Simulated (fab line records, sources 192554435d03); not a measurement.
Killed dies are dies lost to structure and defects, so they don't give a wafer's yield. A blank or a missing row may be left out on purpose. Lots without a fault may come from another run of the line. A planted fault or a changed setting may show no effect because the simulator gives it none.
fab line records | flow n5_finfet
record lots=7 wafers=39
route steps=1938 shown WELL_APT@47 DUMMY_GATE@215
start_h: hours from the record's first day to the start of the lot's first wafer shown | wait_h: hours since the lot's step before | " the same as in the row above | L1.1+2: a row that stands for several wafers | - no value, or no start given | * or withheld: withheld | < > ~ a bound
route shown NAME@n: a module of which the file shows steps, and the number in the route of the first | usual: mean/standard deviation of fault-free wafers | same: alike in all rows | chamber/n: place in a boat | sites: the reading at each site | _std_site: their standard deviation | _edge_site: outer sites' mean less inner sites' | radius_mm: how far each site lies from the wafer's centre | mask NAME#n: copy n | behind: the tool/chamber that last shaped the wafer | hold: why the lot was held/for how many hours/how that ended | device: the transistor (n, p or np) that didn't switch | end of line: the same wafers' tests at the end of the route | a step without rows: its recipe alone | killed: dies lost to structure and defects at the first sort, not the wafer's yield | map: a wafer's dies, x killed, . not, _ none there
set.NAME: the setting as run; set.NAME@STEP: as run at that earlier step | model.NAME: the simulator's own value behind a step, which no gauge read
lots whose settings were changed on purpose; a table a step, a row a wafer
## steps
# step N5_WELL_APT_IMPLANT_31
# recipe species=B energy_kev=60 dose_cm2=1.5e+13 tilt_deg=0 rotation_deg=0
# columns lot.wafer tool chamber start_h wait_h set.energy_kev model.implant.rp_nm model.implant.drp_nm
L077.1+3+6 implanter-02 0 33.96 0.1 60 190.2 64.53
L077.2+4+5 " 0 " " 64.95 212.5 67.24
L078.1+2+4 implanter-02 0 39.75 0.1 60 189.7 64.53
L083.1+4+6 implanter-02 0 69.33 0.1 54.96 169.6 61.56
L083.2+3+5 " 0 " " 60 183.9 64.53
L084.1+4+6 implanter-01 0 75.42 0.1 60 191.5 64.53
L084.2+3+5 " 0 " " 62.78 202.7 66.07
L089.1+2+3+4+5+6 implanter-02 0 104.99 0.1 60 190.8 64.53
L090.1+2+5 implanter-01 0 111.12 0.1 60 192.9 64.53
L090.3+4+6 " 0 " " 56.97 184 62.77
L093.1+3+6 implanter-01 0 130.58 0.1 60 186.9 64.53
L093.2+4+5 " 0 " " 62.04 194.3 65.67
# step N5_DUMMY_GATE_CVD_03
# recipe material=a-Si target_thk_a=1500 temp_c=530 precursor=SiH4 time_s=8042
# columns lot.wafer tool chamber start_h wait_h set.temp_c model.a-Si_of_DUMMY_GATE_CVD_03.thk_nm
L077.1 - - - 0.1 537.8 184.8
L077.2 " - " " 537.8 187
L077.3 " - " " 537.8 186.6
L077.4 " - " " 537.8 186.4
L077.5 " - " " 537.8 185.8
L077.6 " - " " 537.8 186.2
L078.1 lpcvd-02 1/90 61.92 0.1 530 150.2
L078.2 " 1/95 " " 530 149.8
L078.4 " 1/104 " " 530 151
L083.1 - - - 2.2 512.4 91.2
L083.2+6 " - " " 512.4 90
L083.3+4 " - " " 512.4 90.4
L083.5 " - " " 512.4 91.8
L084.1 - - - 0.1 505.2 70.6
L084.2+3 " - " " 505.2 71
L084.4 " - " " 505.2 69.8
L084.5 " - " " 505.2 70.2
L084.6 " - " " 505.2 71.6
L089.1+3 - - - 0.1 509.1 82
L089.2 " - " " 509.1 82.2
L089.4 " - " " 509.1 82.4
L089.5 " - " " 509.1 81.4
L089.6 " - " " 509.1 81.2
L090.1 - - - 0.1 519.8 107.8
L090.2 " - " " 519.8 108.4
L090.3+5 " - " " 519.8 108.6
L090.4 " - " " 519.8 108.2
L090.6 " - " " 519.8 108
L093.1 - - - 0.1 530 149.6
L093.2 " - " " 530 150.2
L093.3 " - " " 530 148.2
L093.4 " - " " 530 147.6
L093.5 " - " " 530 148.8
L093.6 " - " " 530 150.6
# step N5_DUMMY_GATE_ETCH_32
# recipe chemistry=CF4 target=SiO2 target_depth_a=35 time_s=3.9 ion_energy_ev=350 pressure_mtorr=10 icp_w=800 bias_w=400 cf4_flow_sccm=80
# columns lot.wafer tool chamber start_h wait_h set.time_s model.etch.depth_nm
L077.1 rie_si-01 0 66.39 0.1 3.611 3.195
L077.2 " 3 " " 3.9 3.449
L077.3 " 2 " " 3.611 3.24
L077.4 " 0 " " 3.611 3.192
L077.5 " 2 " " 3.9 3.493
L077.6 " 3 " " 3.9 3.426
L078.1 rie_si-03 3 71.41 0.1 3.9 3.528
L078.2 " 1 " " 3.9 3.519
L078.4 " 2 " " 3.9 3.587
L083.1 rie_si-02 0 105.42 0.1 3.328 3.002
L083.2 " 1 " " 3.328 2.992
L083.3 " 2 " " 3.9 3.47
L083.4 " 3 " " 3.9 3.505
L083.5 " 3 " " 3.9 3.512
L083.6 " 0 " " 3.328 2.995
L084.1 rie_si-02 3 108.92 0.1 3.9 3.543
L084.2 " 2 " " 4.736 4.249
L084.3 " 0 " " 3.9 3.509
L084.4 " 1 " " 4.736 4.185
L084.5 " 3 " " 3.9 3.49
L084.6 " 2 " " 4.736 4.238
L089.1 rie_si-01 2 136.19 0.1 3.9 3.52
L089.2 " 0 " " 3.9 3.441
L089.3 " 1 " " 4.48 3.909
L089.4 " 3 " " 4.48 3.997
L089.5 " 3 " " 3.9 3.47
L089.6 " 2 " " 4.48 4.041
L090.1 rie_si-01 0 144.31 0.1 3.519 3.145
L090.2 " 2 " " 3.519 3.194
L090.3 " 3 " " 3.519 3.166
L090.4 " 1 " " 3.9 3.421
L090.5 " 0 " " 3.9 3.487
L090.6 " 3 " " 3.9 3.517
L093.1 rie_si-01 0 162.74 0.1 3.9 3.454
L093.2 " 1 " " 3.9 3.404
L093.3 " 3 " " 3.9 3.433
L093.4 " 2 " " 3.9 3.483
L093.5 " 2 " " 3.9 3.514
L093.6 " 1 " " 3.9 3.438
## key
split step=N5_WELL_APT_IMPLANT_31 setting=energy_kev stated=60 by=wafer
response step=N5_WELL_APT_IMPLANT_31 reading=model.implant.rp_nm change=+2.16 per=1% r=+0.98
response step=N5_WELL_APT_IMPLANT_31 reading=model.implant.drp_nm change=+0.341 per=1% r=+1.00
split step=N5_DUMMY_GATE_CVD_03 setting=temp_c stated=530 by=lot
response step=N5_DUMMY_GATE_CVD_03 reading=model.a-Si_of_DUMMY_GATE_CVD_03.thk_nm change=+18.4 per=1% r=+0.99
split step=N5_DUMMY_GATE_ETCH_32 setting=time_s stated=3.9 by=wafer
response step=N5_DUMMY_GATE_ETCH_32 reading=model.etch.depth_nm change=+0.0333 per=1% r=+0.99
